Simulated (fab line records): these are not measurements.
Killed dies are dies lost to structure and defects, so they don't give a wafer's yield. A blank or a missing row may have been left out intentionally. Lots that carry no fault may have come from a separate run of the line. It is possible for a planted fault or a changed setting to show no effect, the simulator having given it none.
One fault seen from 2 desks ; flow n5_finfet ; every desk sees just its own numbers, and what lay behind them comes last

AT THE METROLOGY DESK
Means of the sampled wafers that have a number, per lot and without regard to the tool the lot ran on: this is what the gauges read. The brackets show how far a lot's mean lies from the usual mean; more than 4 standard deviations puts the lot out of limits, marked OUT. Readings shown: 7 of its 10, picked as those furthest out on some lot.
Columns: A = DIBL_N at N5_BEOL_M4_RC_MEAS_101, usual 36.0 mV/V; B = DIBL_P at N5_BEOL_M4_RC_MEAS_101, usual 36.1 mV/V; C = IOFF_N at N5_BEOL_M4_RC_MEAS_101, usual 0.153 nA/um; D = IOFF_P at N5_BEOL_M4_RC_MEAS_101, usual 0.211 nA/um; E = ION_N at N5_BEOL_M4_RC_MEAS_101, usual 673 uA/um; F = SS_N at N5_BEOL_M4_RC_MEAS_101, usual 71.5 mV/dec; G = VT_P at N5_BEOL_M4_RC_MEAS_101, usual -250.2 mV
lot;first seen here;A;B;C;D;E;F;G
L673;day 8 20:40;37.4;34.4;0.139;0.177;673;71.7;-254.0
L677;day 10 14:47;35.2;36.0;0.149;0.207;678;71.3;-249.9
L690;day 13 11:46;36.5;37.8;0.150;0.210;672;71.7;-251.6
L692;day 13 19:02;37.3;37.0;0.177;0.226;676;72.2;-251.0
L691;day 15 11:30;33.7;34.7;0.124;0.169;659;70.7;-255.4
This desk's verdict: no lot among the 5 shows anything out of limits.

FOR THE TOOL OWNER'S DESK: ald_sin-04
The tool's own readings at N5_MOL_CONTACT_COAG_ALD_123 (deposits SiNx, target thk 5 nm, pulse time 1 s, purge time 2 s): means of the sampled wafers that have a number, for each lot that ran on this tool. The brackets show how far a lot's mean lies from the usual mean; more than 4 standard deviations puts the lot out of limits, marked OUT.
Columns: A = heater_power_w at N5_MOL_CONTACT_COAG_ALD_123, usual 838 W; B = precursor_pulse_height_rel at N5_MOL_CONTACT_COAG_ALD_123, usual 1.000
lot;first seen here;A;B
L677;day 6 19:58;770;1.002
L690;day 10 02:58;876;1.002
L691;day 10 07:08;776;1.003
L692;day 10 12:04;826;1.007
This desk's verdict: no lot among the 4 shows anything out of limits.

ALL TOGETHER
At the metrology desk, nothing out of limits was observed.
The desk of the tool owner found nothing out of limits.

WHAT WAS PUT IN BY THE SIMULATOR
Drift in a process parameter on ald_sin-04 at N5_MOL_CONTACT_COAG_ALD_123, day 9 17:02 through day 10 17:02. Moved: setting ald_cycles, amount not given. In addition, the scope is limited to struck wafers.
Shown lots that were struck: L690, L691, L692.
